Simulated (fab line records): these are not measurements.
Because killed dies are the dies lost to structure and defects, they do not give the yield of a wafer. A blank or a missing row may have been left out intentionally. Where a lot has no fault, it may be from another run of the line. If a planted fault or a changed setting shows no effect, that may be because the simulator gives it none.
A lot that was struck, set against a sound lot ; flow n5-finfet ; 35 steps out of a route of 1938
Sound: the wafers L184.1, L184.3, L184.6. Struck: wafer L197.2 (L197.4, L197.6, from the same lot, were not struck and are left out); the cause is given at the end.
Each step with rows lists, per side, the tool, then ch with its chambers, then its first start. Under that, the readings that differ: sound wafers ; struck wafers ; difference of the means ; sigmas: that difference in standard deviations of wafers without a fault.
alike: a reading whose means differ by less than 2 such deviations, as well as words and numbers matching on both sides. not compared: withheld readings; readings where some wafer has no value; bounds like >300 that might hide an equal value; numbers whose values overlap and for which the record gives no deviation.
The two part at a step that has a row with sigmas, a row that says differs or no value, or rows on one side only. Non-overlapping numbers with no deviation appear without sigmas and do not part them. A reading that every wafer of one side lacks parts them only if that side has two wafers or more.

first, 9 steps without rows for these wafers: N5_BEOL_M6_COAT_22 (resist thk 30 nm); N5_BEOL_M6_EBR_24; N5_BEOL_M6_SOFTBAKE_23 (time 60 s); N5_BEOL_M6_EXPOSE_25 (exposes mask V5, target cd 40 nm); N5_BEOL_M6_PEB_26 (peb time 60 s); N5_BEOL_M6_DEVELOP_27 (develop time 30 s); N5_BEOL_M6_DESCUM_33 (chemistry O2, time 7 s); N5_BEOL_M6_ETCH_72 (etches underlayer in N2/H2, target depth 6.5 nm, time 5.2 s); N5_BEOL_M6_ETCH_65 (etches SiARC in CF4, target depth 15.6 nm, time 26 s).
N5_BEOL_M6_ETCH_66: etches SOC in N2/H2, target depth 80 nm, overetch 16 nm, time 120 s.
  sound on rie-diel-05 ch 1,3, day 9 21:29; struck on rie-diel-01 ch 1, day 13 06:31
  alike: chamber-pressure-mTorr, drypump-motor-current-A, oes-product-au, rf-vpp-V, showerhead-plenum-p-Torr, throttle-valve-pct
  not compared: rf-hours-counter-h
then, 24 steps without rows for these wafers: N5_BEOL_M6_STRIP_69 (strips in N2/H2); N5_BEOL_M6_STRIP_73 (strips in N2/H2); N5_BEOL_M6_VIA_ETCH_34 (etches SiCOH lowk in C4F6/O2, target depth 126.3 nm, time 50.9 s); N5_BEOL_M6_STRIP_76 (strips in C4F6/O2); N5_BEOL_M6_STRIP_36 (strips in N2/H2); N5_BEOL_M6_TRENCH_ETCH_37 (etches SiCOH lowk in C4F6/O2, target depth 94.435 nm, time 31.5 s); N5_BEOL_M6_ETCH_41 (etches SiCN in CH3F/O2, target depth 29.7 nm, time 52 s); N5_BEOL_M6_STRIP_80 (strips in N2/H2, time 10 s); N5_BEOL_M6_HM_STRIP_39 (strips TiN in peroxide tin strip, target depth 25 nm, time 158 s); N5_BEOL_M6_SRD_40 (time 30 s); N5_BEOL_M6_PRECLEAN_42 (cleans in residue remover, time 60 s); N5_BEOL_M6_SRD_43 (time 30 s); N5_BEOL_M6_CURE_75 (cures SiCOH lowk, time 120 s); N5_BEOL_M6_DEGAS_44 (time 60 s); N5_BEOL_M6_PRE_CLEAN_45 (time 30 s); N5_BEOL_M6_ALD_77 (deposits TaN, target thk 2 nm, pulse time 2 s, purge time 3 s); N5_BEOL_M6_SURFACE_TREAT_79; N5_BEOL_M6_CVD_78 (deposits Co from CCTBA/H2, target thk 2 nm, time 142.3 s); N5_BEOL_M6_SPUTTER_48 (material Cu, target thk 10 nm, time 1.667 s); N5_BEOL_M6_ECD_50 (material Cu, target thk 300 nm); N5_BEOL_M6_ANNEAL_51 (time 90 s); N5_BEOL_M6_CMP_52 (polishes, stops on SiCOH lowk, t overpolish 6.9 s, target thk 80 nm); N5_BEOL_M6_PRE_CLEAN_55 (time 15 s); N5_BEOL_M6_DEP_56 (deposits SiCN from 3MS/NH3, target thk 10 nm, time 17.5 s).
-- here the record skips 4 days between the struck wafers' starts before and after, leaving off in module BEOL_M6 and picking up in module PASSIVATION (first step shown: number 1936 of the route) --
N5_PASSIVATION_PROBE_49:
  record: rows for the struck wafers here (prober-01, day 17 07:01), none for the sound ones

WHERE THEY PART
Within this record, at N5_PASSIVATION_PROBE_49 only.

WHY: what the simulator had put in
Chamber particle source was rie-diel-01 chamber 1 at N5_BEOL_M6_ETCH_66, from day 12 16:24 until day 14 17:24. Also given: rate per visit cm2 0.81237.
